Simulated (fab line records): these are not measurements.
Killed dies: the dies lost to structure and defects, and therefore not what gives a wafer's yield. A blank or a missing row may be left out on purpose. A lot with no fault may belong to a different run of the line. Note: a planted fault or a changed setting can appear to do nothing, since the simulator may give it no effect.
fab line records ; flow nand_harc
record: lots: 12; wafers: 36; last_day: 33
route steps=1302 shown A_M1@1191 THIN_TSV@1280 END@1302
lots that met no fault: taken from a fault-free run of the same line
start_h: start of the lot's first displayed wafer, in hours after the record's first day ; wait_h: time in hours since the lot's previous step ; " as in the row above ; L1.1+2: several wafers, shown together as one row ; - value missing, or start not given ; * or withheld: withheld ; < > ~ a bound
route shown NAME@n: names a module that has steps shown in the file, with the first one's number in the route ; usual: average and standard deviation across the fault-free wafers ; same: alike in all rows ; chamber/n: place in a boat ; sites: per-site readings ; _std_site: the standard deviation of these ; _edge_site: inner sites' mean taken away from outer sites' mean ; radius_mm: for every site, how far away it sits from the centre of the wafer ; mask NAME#n: copy n ; behind: the most recent tool/chamber to have shaped the wafer ; hold: why the lot went on hold/how many hours it stayed there/how the hold came to an end ; device: transistor that didn't switch, given as n, p or np ; end of line: tests run on the same wafers once the route is complete ; a step given without rows: its recipe and nothing more ; killed: not the wafer's yield, but the dies lost to structure and defects at the first sort ; map: dies across one wafer; x = killed, . = not, _ = none there
set.NAME: the run value of the setting; set.NAME@STEP: its run value at that earlier step ; model.NAME: the simulator's own value behind a step, which no gauge read
a sample of lots followed through the steps of the route, with each step as a table and each wafer as a row
services: from which hour (start_h, from the record's first day; less than 0 if before it) a tool's chamber was out of use, for how many hours, and why
== steps ==
step: NHARC_A_M1_PVD_20
recipe: target_thk_a: 50; bias_v: 168.6; power_w: 15000; chamber_pressure_pa: 0.12; time_s: 8.06; substrate_temp_c: 50; material: TaN
usual: chamber_pressure_pa: 0.12/0.00025; throttle_valve_pct: 30.1/0.77
same: time_s: 8.06
lot.wafer;tool;chamber;start_h;wait_h;chamber_pressure_pa;throttle_valve_pct
L764.1;pvd_sputter-02;-;543.81;-;0.12044;29.7
L764.4;pvd_sputter-02;-;543.81;-;0.11955;30.3
L764.3;pvd_sputter-02;-;543.81;-;0.12014;28.8
L763.4;pvd_sputter-03;-;544.51;-;0.11973;29.5
L763.6;pvd_sputter-03;-;544.51;-;0.11965;29.4
L763.5;pvd_sputter-03;-;544.51;-;0.12016;30.9
L765.3;pvd_sputter-03;-;549.87;-;0.11992;30.6
L765.6;pvd_sputter-03;-;549.87;-;0.12022;30.9
L765.5;pvd_sputter-03;-;549.87;-;0.11984;29.5
L767.3;pvd_sputter-01;-;571.28;-;0.12008;31.4
L767.4;pvd_sputter-01;-;571.28;-;0.12045;29.9
L767.6;pvd_sputter-01;-;571.28;-;0.1202;30.2
L769.1;pvd_sputter-02;-;588.35;-;0.12031;30.5
L769.2;pvd_sputter-02;-;588.35;-;0.11993;30.5
L769.5;pvd_sputter-02;-;588.35;-;0.11989;30.6
L774.2;pvd_sputter-02;-;625.85;-;0.1196;30.0
L774.6;pvd_sputter-02;-;625.85;-;0.11986;28.8
L774.5;pvd_sputter-02;-;625.85;-;0.11982;30.1
L777.1;pvd_sputter-03;-;669.58;-;0.11986;31.1
L777.2;pvd_sputter-03;-;669.58;-;0.12018;31.1
L777.4;pvd_sputter-03;-;669.58;-;0.12021;29.7
L779.4;pvd_sputter-02;-;684.57;-;0.11981;30.2
L779.2;pvd_sputter-02;-;684.57;-;0.12007;30.0
L779.3;pvd_sputter-02;-;684.57;-;0.12047;30.6
L782.4;pvd_sputter-03;-;728.97;-;0.12031;31.0
L782.2;pvd_sputter-03;-;728.97;-;0.11982;31.1
L782.1;pvd_sputter-03;-;728.97;-;0.11961;28.9
L783.1;pvd_sputter-01;-;730.68;-;0.12011;31.3
L783.4;pvd_sputter-01;-;730.68;-;0.12009;29.8
L783.3;pvd_sputter-01;-;730.68;-;0.11973;29.0
L784.1;pvd_sputter-01;-;741.09;-;0.1199;30.4
L784.3;pvd_sputter-01;-;741.09;-;0.1197;29.9
L784.5;pvd_sputter-01;-;741.09;-;0.12003;30.7
L785.3;pvd_sputter-03;-;755.04;-;0.11976;29.0
L785.4;pvd_sputter-03;-;755.04;-;0.12009;29.7
L785.5;pvd_sputter-03;-;755.04;-;0.11998;29.1
step: NHARC_THIN_TSV_PRE_CLEAN_54
recipe: time_s: 30; temp_c: 280; gas: H2/He
usual: heater_power_w: 412/36; susceptor_temp_C: 280.02/0.18
same: time_s: 30
lot.wafer;tool;chamber;start_h;wait_h;heater_power_w;susceptor_temp_C
L763.4;pvd_sputter-01;-;567.12;0.1;368;279.94
L763.5;pvd_sputter-01;-;567.12;0.1;454;279.84
L763.6;pvd_sputter-01;-;567.12;0.1;395;279.94
L764.1;pvd_sputter-01;-;568.03;0.1;440;280.05
L764.3;pvd_sputter-01;-;568.03;0.1;400;279.94
L764.4;pvd_sputter-01;-;568.03;0.1;463;280.07
L765.3;pvd_sputter-01;-;572.90;0.0;364;-
L765.5;pvd_sputter-01;-;572.90;0.0;393;-
L765.6;pvd_sputter-01;-;572.90;0.0;359;-
L767.4;pvd_sputter-03;-;596.21;0.0;374;-
L767.3;pvd_sputter-03;-;596.21;0.0;422;-
L767.6;pvd_sputter-03;-;596.21;0.0;443;-
L769.1;pvd_sputter-01;-;611.45;0.1;392;280.00
L769.2;pvd_sputter-01;-;611.45;0.1;359;280.51
L769.5;pvd_sputter-01;-;611.45;0.1;437;279.99
L774.2;pvd_sputter-03;-;649.89;0.1;424;279.40
L774.5;pvd_sputter-03;-;649.89;0.1;447;280.24
L774.6;pvd_sputter-03;-;649.89;0.1;375;279.89
L777.4;pvd_sputter-02;-;691.91;0.0;390;-
L777.1;pvd_sputter-02;-;691.91;0.0;437;-
L777.2;pvd_sputter-02;-;691.91;0.0;362;-
L779.3;pvd_sputter-02;-;708.52;0.1;359;-
L779.2;pvd_sputter-02;-;708.52;0.1;393;-
L779.4;pvd_sputter-02;-;708.52;0.1;453;-
L782.2;pvd_sputter-02;-;755.61;0.0;409;280.26
L782.1;pvd_sputter-02;-;755.61;0.0;443;280.11
L782.4;pvd_sputter-02;-;755.61;0.0;359;280.17
L783.1;pvd_sputter-02;-;761.03;0.1;429;280.19
L783.3;pvd_sputter-02;-;761.03;0.1;362;280.07
L783.4;pvd_sputter-02;-;761.03;0.1;415;280.28
L784.3;pvd_sputter-02;-;764.63;0.1;435;280.08
L784.1;pvd_sputter-02;-;764.63;0.1;415;280.02
L784.5;pvd_sputter-02;-;764.63;0.1;364;280.22
L785.3;pvd_sputter-02;-;777.06;0.0;382;280.09
L785.4;pvd_sputter-02;-;777.06;0.0;405;280.02
L785.5;pvd_sputter-02;-;777.06;0.0;411;280.06
step: NHARC_THIN_TSV_ETCH_59
recipe: target_depth_a: 8800; icp_w: 900; bias_w: 100; Cl2_flow_sccm: 60; bcl3_flow_sccm: 30; time_s: 138.1; chemistry: Cl2/BCl3
usual: bcl3_flow_sccm: 30.00/0.086; drypump_motor_current_A: 5.5/0.49; mfc_cl2_sccm: 60.01/0.17; oes_product_au: 1.001/0.0093; throttle_valve_pct: 22.264/0.0085
same: time_s: 138.1
lot.wafer;tool;chamber;start_h;wait_h;bcl3_flow_sccm;drypump_motor_current_A;mfc_cl2_sccm;oes_product_au;rf_hours_counter_h;throttle_valve_pct
L763.4;rie_metal-03;0;568.57;0.2;29.84;5.2;59.89;1.003;-;22.255
L763.5;rie_metal-03;1;568.57;0.2;30.11;6.3;59.90;1.003;-;22.264
L763.6;rie_metal-03;0;568.57;0.2;29.78;5.2;60.11;1.009;-;22.270
L764.1;rie_metal-02;1;569.43;0.1;30.08;5.2;59.96;0.995;2.0;22.256
L764.4;rie_metal-02;0;569.43;0.1;29.92;5.0;59.84;1.005;-;22.261
L764.3;rie_metal-02;1;569.43;0.1;29.90;5.3;59.90;0.986;-;22.258
L765.3;rie_metal-03;1;574.18;0.1;29.96;6.3;60.24;1.002;-;22.279
L765.6;rie_metal-03;1;574.18;0.1;29.88;6.3;60.04;1.003;-;22.257
L765.5;rie_metal-03;0;574.18;0.1;29.86;5.2;60.11;1.010;-;22.277
L767.3;rie_metal-01;0;597.63;0.2;29.99;6.0;60.06;1.008;-;22.254
L767.4;rie_metal-01;1;597.63;0.2;29.91;5.3;59.75;1.001;-;22.281
L767.6;rie_metal-01;1;597.63;0.2;30.00;5.2;59.75;1.002;-;22.257
L769.2;rie_metal-01;1;612.66;0.1;29.98;5.3;60.20;1.003;0.4;22.282
L769.1;rie_metal-01;0;612.66;0.1;29.85;6.0;60.11;1.010;0.4;22.260
L769.5;rie_metal-01;1;612.66;0.1;30.07;5.2;60.07;1.000;-;22.258
L774.2;rie_metal-02;1;651.08;0.1;29.85;5.2;59.98;0.982;0.2;22.262
L774.5;rie_metal-02;1;651.08;0.1;29.88;5.2;60.00;0.990;-;22.258
L774.6;rie_metal-02;0;651.08;0.1;30.09;5.0;60.07;1.000;-;22.259
L777.1;rie_metal-02;1;693.26;0.1;29.95;5.2;60.24;0.983;1.0;22.263
L777.2;rie_metal-02;0;693.26;0.1;29.95;5.0;59.99;0.998;1.0;22.272
L777.4;rie_metal-02;0;693.26;0.1;30.07;5.0;59.89;0.991;-;22.259
L779.2;rie_metal-02;1;709.89;0.1;30.01;5.2;60.07;0.991;1.3;22.262
L779.4;rie_metal-02;1;709.89;0.1;30.14;5.3;60.13;0.989;-;22.264
L779.3;rie_metal-02;0;709.89;0.1;29.94;5.0;59.85;1.007;-;22.255
L782.2;rie_metal-02;0;756.96;0.1;30.19;5.0;59.92;1.013;2.1;22.259
L782.1;rie_metal-02;1;756.96;0.1;30.08;5.3;60.28;0.981;2.1;22.265
L782.4;rie_metal-02;0;756.96;0.1;30.03;5.1;60.11;1.009;-;22.265
L783.1;rie_metal-01;0;762.31;0.1;29.91;6.0;59.75;1.010;0.0;22.268
L783.3;rie_metal-01;1;762.31;0.1;30.03;5.2;60.12;0.994;-;22.260
L783.4;rie_metal-01;0;762.31;0.1;30.11;6.0;59.76;1.006;-;22.254
L784.1;rie_metal-03;1;765.98;0.1;30.11;6.3;59.96;1.001;1.1;22.256
L784.3;rie_metal-03;1;765.98;0.1;30.21;6.3;59.98;0.991;-;22.271
L784.5;rie_metal-03;1;765.98;0.1;29.99;6.3;59.99;0.995;-;22.257
L785.4;rie_metal-01;1;778.49;0.2;29.97;5.2;59.79;1.005;-;22.266
L785.3;rie_metal-01;0;778.49;0.2;29.85;6.1;60.11;1.013;-;22.267
L785.5;rie_metal-01;1;778.49;0.2;29.96;5.2;60.11;1.000;-;22.265
step: NHARC_THIN_TSV_CD_MEAS_37
usual: cd_nm: 5000.3/2.4
lot.wafer;tool;chamber;start_h;wait_h;cd_nm
L763.4;cd_sem-01;-;569.63;-;5000.1
L763.5;cd_sem-01;-;569.63;-;4998.3
L763.6;cd_sem-01;-;569.63;-;5000.7
L764.1;cd_sem-01;-;570.56;-;5003.7
L764.3;cd_sem-01;-;570.56;-;5001.7
L764.4;cd_sem-01;-;570.56;-;4999.0
L765.3;cd_sem-01;-;575.27;-;4999.1
L765.5;cd_sem-01;-;575.27;-;4998.8
L765.6;cd_sem-01;-;575.27;-;5001.2
L767.3;cd_sem-03;-;598.71;-;5005.5
L767.4;cd_sem-03;-;598.71;-;5001.0
L767.6;cd_sem-03;-;598.71;-;4998.7
L769.1;cd_sem-01;-;613.80;-;4999.3
L769.2;cd_sem-01;-;613.80;-;4998.5
L769.5;cd_sem-01;-;613.80;-;4996.0
L774.2;cd_sem-02;-;652.23;-;5002.6
L774.5;cd_sem-02;-;652.23;-;5000.7
L774.6;cd_sem-02;-;652.23;-;4999.5
L777.1;cd_sem-03;-;694.41;-;4999.3
L777.2;cd_sem-03;-;694.41;-;4997.9
L777.4;cd_sem-03;-;694.41;-;5001.2
L779.2;cd_sem-01;-;711.05;-;4999.7
L779.3;cd_sem-01;-;711.05;-;4998.7
L779.4;cd_sem-01;-;711.05;-;5001.2
L782.1;cd_sem-01;-;758.30;-;4999.7
L782.2;cd_sem-01;-;758.30;-;4997.4
L782.4;cd_sem-01;-;758.30;-;4998.4
L783.1;cd_sem-01;-;763.43;-;4998.8
L783.3;cd_sem-01;-;763.43;-;4997.4
L783.4;cd_sem-01;-;763.43;-;4997.6
L784.1;cd_sem-02;-;767.13;-;5004.0
L784.3;cd_sem-02;-;767.13;-;5000.5
L784.5;cd_sem-02;-;767.13;-;5005.5
L785.3;cd_sem-03;-;779.58;-;5001.2
L785.4;cd_sem-03;-;779.58;-;5004.2
L785.5;cd_sem-03;-;779.58;-;5000.3
step: NHARC_END_SORT_01
recipe: temp_c: 25
usual: defect_limited_yield: 90.7/2.9; killed_at_array: 58/20; killed_at_other: 1.0/1.2; killed_at_periphery: 4.1/3; killed_dies: 63/20; killed_open: 3.2/1.7; killed_short: 2.5/1.5
same: gross_dies: 677
lot.wafer;tool;chamber;start_h;wait_h;defect_limited_yield[%];killed_at_array;killed_at_other;killed_at_periphery;killed_dies;killed_open;killed_short
L777.1;prober-02;0;700.69;2.5;78.3;142;0;5;147;3;3
L777.2;prober-02;0;701.51;2.8;77.1;149;0;6;155;2;1
L777.4;prober-02;0;703.15;3.5;81.8;118;0;5;123;2;2
L783.1;prober-01;0;768.51;2.6;89.7;64;2;4;70;4;2
L783.3;prober-01;0;770.13;3.2;91.6;52;0;5;57;4;4
L783.4;prober-01;0;770.94;3.5;92.0;48;3;3;54;4;1
killed by level:class
L777.1 A_M1:unspecified=91 A_CHANNEL_HOLE_D1:chamber_film_flake=24 A_CHANNEL_HOLE_D2:chamber_film_flake=13 A_CHANNEL_FILL_D2:geometric_particle:open=2 A_WL_FILL:geometric_particle:short=2 P_ZERO_WELL:chamber_film_flake=2 P_M2:chamber_film_flake=2 A_CHANNEL_FILL_D2:chamber_film_flake=2
L777.2 A_M1:unspecified=82 A_CHANNEL_HOLE_D1:chamber_film_flake=33 A_CHANNEL_HOLE_D2:chamber_film_flake=21 P_M2:chamber_film_flake=5 A_CONTACT:chamber_film_flake=4 A_SLIT:chamber_film_flake=3 A_WL_FILL:chamber_film_flake=2 A_CHANNEL_HOLE_D1:geometric_particle:short=1
L777.4 A_M1:unspecified=56 A_CHANNEL_HOLE_D1:chamber_film_flake=26 A_CHANNEL_HOLE_D2:chamber_film_flake=19 A_CONTACT:chamber_film_flake=7 P_M2:chamber_film_flake=4 A_STAIRCASE:chamber_film_flake=2 A_SLIT:chamber_film_flake=2 P_M0:geometric_particle:open=1
L783.1 A_SLIT:chamber_film_flake=36 A_CHANNEL_HOLE_D1:chamber_film_flake=20 P_M1:chamber_film_flake=2 THIN_TSV:chamber_film_flake=2 P_CONTACT:geometric_particle:open=1 P_M0:geometric_particle:open=1 A_CHANNEL_FILL_D1:geometric_particle:short=1 A_DECK1_JOINT:geometric_particle:short=1
L783.3 A_SLIT:chamber_film_flake=36 A_CHANNEL_HOLE_D1:chamber_film_flake=8 P_M1:chamber_film_flake=4 A_ONON_D2:geometric_particle:short=2 P_GATE:geometric_particle:short=1 A_CHANNEL_FILL_D1:geometric_particle:open=1 A_CHANNEL_FILL_D2:geometric_particle:open=1 A_SLIT:geometric_particle:open=1
L783.4 A_SLIT:chamber_film_flake=24 A_CHANNEL_HOLE_D1:chamber_film_flake=17 A_CHANNEL_HOLE_D2:geometric_particle:open=2 P_M1:chamber_film_flake=2 A_M1:chamber_film_flake=2 THIN_TSV:chamber_film_flake=2 P_GATE:geometric_particle:open=1 A_M0:geometric_particle:open=1
== services ==
tool;chamber;start_h;hours;kind
pvd_sputter-03;-;533.81;10.0;pm
pvd_sputter-03;-;558.79;1.7;repair
rie_metal-01;-;575.03;9.0;pm
rie_metal-01;0;575.03;9.0;vent_cycle
rie_metal-01;1;575.03;9.0;vent_cycle
rie_metal-02;1;575.61;21.2;repair
pvd_sputter-01;-;582.00;10.0;pm
rie_metal-01;0;584.03;-;clean
pvd_sputter-03;-;599.04;1.9;repair
rie_metal-02;-;631.00;9.0;pm
rie_metal-02;0;631.00;9.0;vent_cycle
rie_metal-02;1;631.00;9.0;vent_cycle
pvd_sputter-02;-;638.00;10.0;pm
rie_metal-02;0;640.00;-;clean
rie_metal-02;1;640.00;-;clean
pvd_sputter-03;-;656.29;9.2;repair
rie_metal-03;-;696.00;9.0;pm
pvd_sputter-03;-;711.81;10.0;pm
pvd_sputter-02;-;725.26;8.4;repair
pvd_sputter-03;-;731.03;3.7;repair
pvd_sputter-03;-;740.45;4.4;repair
rie_metal-01;-;752.03;9.0;pm
pvd_sputter-01;-;756.98;2.0;repair
pvd_sputter-01;-;760.00;10.0;pm
== key ==
first_sign: step: NHARC_END_SORT_01; reading: killed_dies; direction: up; sigmas: 4; usual: 63; struck: 142
effect: step: NHARC_END_SORT_01; reading: defect_limited_yield; direction: down; sigmas: 4; usual: 90.7; struck: 79.1
more_kills_born_at: NHARC_A_M1_PVD_20@pvd_sputter-03: 229
met_at NHARC_A_M1_PVD_20
struck_lots L777
not_acting_at NHARC_THIN_TSV_PRE_CLEAN_54,NHARC_THIN_TSV_ETCH_59,NHARC_THIN_TSV_CD_MEAS_37
onset_between 549.87 669.58
fault: kind: chamber_particle_source; tool: pvd_sputter-03; chamber: -; onset_h: 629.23; steps: NHARC_A_M1_PVD_20; rate_per_visit_cm2: 1.5548; end_h: 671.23
